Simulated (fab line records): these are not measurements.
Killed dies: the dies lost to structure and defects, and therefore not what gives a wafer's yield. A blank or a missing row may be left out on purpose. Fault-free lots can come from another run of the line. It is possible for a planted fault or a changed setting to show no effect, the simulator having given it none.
Matching of chambers | flow n5 finfet | cmp-01 running N5_BEOL_M12_CMP_49: 4 sister chambers
The step polishes, stops on SiOC, t overpolish 20.6 s, target thk 320 nm. 8 wafers are shown with their chamber, then 8 later ones without.

## WAFERS PAIRED WITH THEIR CHAMBERS
wafer  | chamber | motor current A (A) | barrier field endpoint s (s)
L431.3 | 1       | 6.0                 | 30.3
L436.1 | 2       | 6.7                 | 30.6
L436.3 | 1       | 6.2                 | 30.9
L436.4 | 0       | 6.6                 | 30.5
L439.1 | 0       | 6.5                 | 30.4
L439.3 | 2       | 6.3                 | 30.9
L439.6 | 3       | 5.8                 | 30.4
L440.1 | 3       | 6.0                 | 30.6

## WAFERS WITH NO CHAMBER GIVEN
wafer  | motor current A (A) | barrier field endpoint s (s)
L440.3 | 6.8                 | 28.2
L440.4 | 6.2                 | 30.1
L448.1 | 6.2                 | 29.8
L448.2 | 6.6                 | 29.1
L448.6 | 6.4                 | 29.1
L453.2 | 5.8                 | 29.8
L453.5 | 5.8                 | 30.0
L453.6 | 6.5                 | 30.5

## THE CHAMBER EACH PASSED THROUGH
wafer  | from the rows above               | in truth
L440.3 | can't be placed: 0 or 2 or 1 or 3 | 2
L440.4 | can't be placed: 1 or 3 or 0 or 2 | 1
L448.1 | can't be placed: 1 or 0 or 3 or 2 | 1
L448.2 | can't be placed: 0 or 2 or 1 or 3 | 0
L448.6 | can't be placed: 0 or 1 or 3 or 2 | 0
L453.2 | can't be placed: 3 or 1           | 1
L453.5 | can't be placed: 3 or 1           | 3
L453.6 | can't be placed: 0 or 2 or 1      | 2
Correct placement for 0 of the 8. Cannot be placed on the basis of these rows: 8; the candidates contain the true chamber in 8. Wrongly placed: 0.
How it was worked out, from the rows above alone: a wafer's distance from a chamber is the root of the sum, over the readings, of the square of ((its reading less the chamber's mean) divided by the reading's scatter). If the next closest chamber is less than 2 further off than the closest, the wafer can't be placed; otherwise it belongs to the closest. For every chamber, the mean is computed from those of its wafers that are shown. The scatter: the root of (the sum of the squares of (reading less its chamber's mean) over the shown wafers, divided by (wafers less chambers)).
